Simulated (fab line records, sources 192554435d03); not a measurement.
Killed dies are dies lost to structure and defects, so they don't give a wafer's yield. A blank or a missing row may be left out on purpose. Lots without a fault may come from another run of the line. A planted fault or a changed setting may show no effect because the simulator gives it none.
A struck lot beside a sound one | flow n5_finfet | 16 steps out of a route of 1938
Sound: wafers L931.2, L931.3, L931.6. Struck: wafers L918.1, L918.3, L918.5. The cause comes at the end.
At each step with rows: each side's tool, then ch and its chambers, then its first start. Under that, the readings that differ: sound wafers | struck wafers | difference of the means | sigmas: that difference in standard deviations of wafers without a fault.
alike: readings whose means differ by less than 2 such deviations, and words and numbers that are the same on both sides. not compared: withheld readings, readings that some wafer has no value for, bounds like >300 that may hide the same value, and numbers for which the record gives no deviation and whose values overlap.
The two part at a step that has a row with sigmas, a row that says differs or no value, or rows on one side only. Numbers that don't overlap but have no deviation are shown without sigmas and don't part them. A reading that every wafer of one side lacks parts them only if that side has two wafers or more.

first, 2 steps without rows for these wafers: N5_BEOL_M4_DEGAS_44 (time 60 s); N5_BEOL_M4_PRE_CLEAN_45 (time 30 s).
N5_BEOL_M4_ALD_84: deposits TaN, pulse time 2 s, purge time 3 s, co reactant purge time 2 s.
  sound on ald_metal-02 ch 0,3, day 13 08:22; struck on ald_metal-04 ch 0,1, day 10 11:50
  alike: heater_power_w
N5_BEOL_M4_SURFACE_TREAT_85:
  sound on pvd_sputter-02, day 13 08:36; struck on pvd_sputter-02, day 10 12:08
  not compared: throttle_valve_pct
then, 3 steps without rows for these wafers: N5_BEOL_M4_CVD_47 (deposits Co from CCTBA/H2, target thk 3 nm, time 223.8 s); N5_BEOL_M4_SPUTTER_48 (material Cu, target thk 4.5 nm, time 8.29 s); N5_BEOL_M4_ANNEAL_49 (time 240 s).
N5_BEOL_M4_SPUTTER_79: material Cu, target thk 4.5 nm, time 8.29 s.
  sound on pvd_sputter-02, day 13 09:07; struck on pvd_sputter-03, day 10 12:43
  alike: throttle_valve_pct
N5_BEOL_M4_ANNEAL_80: time 240 s.
  sound on pvd_sputter-02, day 13 09:11; struck on pvd_sputter-03, day 10 12:47
  alike: heater_power_w, susceptor_temp_C
N5_BEOL_M4_SPUTTER_81: material Cu, target thk 4.5 nm, time 8.29 s.
  sound on pvd_sputter-02, day 13 09:20; struck on pvd_sputter-03, day 10 12:56
  alike: throttle_valve_pct
then, 2 steps without rows for these wafers: N5_BEOL_M4_ANNEAL_82 (time 240 s); N5_BEOL_M4_SPUTTER_86 (material Cu, target thk 4.5 nm, time 8.29 s).
N5_BEOL_M4_ANNEAL_87: time 240 s.
  sound on pvd_sputter-02, day 13 09:38; struck on pvd_sputter-03, day 10 13:14
  no value came back on the struck wafers for heater_power_w (W), susceptor_temp_C (C); on the sound wafers heater_power_w (W) reads 827 799 897
then, 1 step without rows for these wafers: N5_BEOL_M4_SPUTTER_88 (material Cu, target thk 4.5 nm, time 8.29 s).
N5_BEOL_M4_RC_MEAS_101:
  sound on prober-01 ch 0, day 13 11:55; struck on prober-02 ch 0, day 10 15:21
  alike: DIBL_N, DIBL_P, IOFF_N, IOFF_P, ION_N, ION_P, SS_N, SS_P, VT_N, VT_P
-- the record jumps here: 5 days lie between the struck wafers' starts before and after (it left off in module BEOL_M4 and takes up again in module PASSIVATION, whose first step shown is number 1936 of the route) --
N5_PASSIVATION_PROBE_49:
  sound on prober-02, day 17 18:21; struck on prober-01, day 15 04:39
  alike: defect_limited_yield, killed_at_M0_to_M3, killed_at_M4_up, killed_at_contacts, killed_at_front_end, killed_at_other, killed_dies, killed_open, killed_short, sort_bin_5_function, sort_bin_6_memory, sort_n_pass, sort_yield_pct

WHERE THEY PART
Only at N5_BEOL_M4_ANNEAL_87, within this record. Later steps at which nothing parts them and some readings are alike: N5_BEOL_M4_RC_MEAS_101, N5_PASSIVATION_PROBE_49.

WHY: what the simulator had put in
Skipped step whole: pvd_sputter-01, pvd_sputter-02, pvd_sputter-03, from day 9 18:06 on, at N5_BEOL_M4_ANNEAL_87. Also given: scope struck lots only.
